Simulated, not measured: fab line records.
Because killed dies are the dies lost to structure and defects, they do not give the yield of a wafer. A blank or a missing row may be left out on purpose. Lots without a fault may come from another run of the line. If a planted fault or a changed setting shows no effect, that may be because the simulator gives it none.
Matching of chambers / flow n5Finfet / rieDiel-05 running N5_MOL_CONTACT_COAG_ETCH_15: 4 sister chambers
The step etches SiNx in CH3F/O2, stops on Si:P, target depth 7 nm. 8 wafers are shown with their chamber, then 8 later ones without.

== WAFERS PAIRED WITH THEIR CHAMBERS ==
wafer=L074.4; chamber=2; showerheadPlenumPTorr (Torr)=1.95; throttleValvePct (%)=16.44
wafer=L076.2; chamber=1; showerheadPlenumPTorr (Torr)=2.04; throttleValvePct (%)=16.41
wafer=L076.4; chamber=2; showerheadPlenumPTorr (Torr)=1.95; throttleValvePct (%)=16.46
wafer=L078.6; chamber=3; showerheadPlenumPTorr (Torr)=2.14; throttleValvePct (%)=16.13
wafer=L080.3; chamber=1; showerheadPlenumPTorr (Torr)=2.04; throttleValvePct (%)=15.91
wafer=L080.5; chamber=0; showerheadPlenumPTorr (Torr)=1.96; throttleValvePct (%)=16.02
wafer=L080.6; chamber=3; showerheadPlenumPTorr (Torr)=2.13; throttleValvePct (%)=16.13
wafer=L081.2; chamber=0; showerheadPlenumPTorr (Torr)=1.96; throttleValvePct (%)=16.02

== WAFERS WHOSE CHAMBER IS MISSING ==
wafer=L081.3; showerheadPlenumPTorr (Torr)=1.95; throttleValvePct (%)=16.48
wafer=L081.4; showerheadPlenumPTorr (Torr)=2.13; throttleValvePct (%)=16.14
wafer=L089.1; showerheadPlenumPTorr (Torr)=1.95; throttleValvePct (%)=16.02
wafer=L089.5; showerheadPlenumPTorr (Torr)=2.04; throttleValvePct (%)=15.96
wafer=L089.6; showerheadPlenumPTorr (Torr)=1.95; throttleValvePct (%)=16.04
wafer=L095.3; showerheadPlenumPTorr (Torr)=1.95; throttleValvePct (%)=16.06
wafer=L095.4; showerheadPlenumPTorr (Torr)=2.03; throttleValvePct (%)=15.98
wafer=L095.6; showerheadPlenumPTorr (Torr)=1.95; throttleValvePct (%)=16.08

== EACH ONE'S CHAMBER ==
wafer=L081.3; from the rows above=2; in truth=2
wafer=L081.4; from the rows above=3; in truth=3
wafer=L089.1; from the rows above=can't be placed: 2 or 0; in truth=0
wafer=L089.5; from the rows above=1; in truth=1
wafer=L089.6; from the rows above=can't be placed: 2 or 0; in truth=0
wafer=L095.3; from the rows above=can't be placed: 2 or 0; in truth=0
wafer=L095.4; from the rows above=1; in truth=1
wafer=L095.6; from the rows above=can't be placed: 2 or 0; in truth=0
Correct placement for 4 of the 8. Can't be placed from these rows: 4 (the true chamber is among the candidates in 4). Placed wrongly: 0.
How it was worked out, from the rows above alone: a wafer's distance from a chamber is the root of the sum, over the readings, of the square of ((its reading less the chamber's mean) divided by the reading's scatter). If the next closest chamber is less than 2 further off than the closest, the wafer can't be placed; otherwise it belongs to the closest. Each chamber's mean is taken over the wafers shown for it. The scatter: the root of (the sum of the squares of (reading less its chamber's mean) over the shown wafers, divided by (wafers less chambers)).
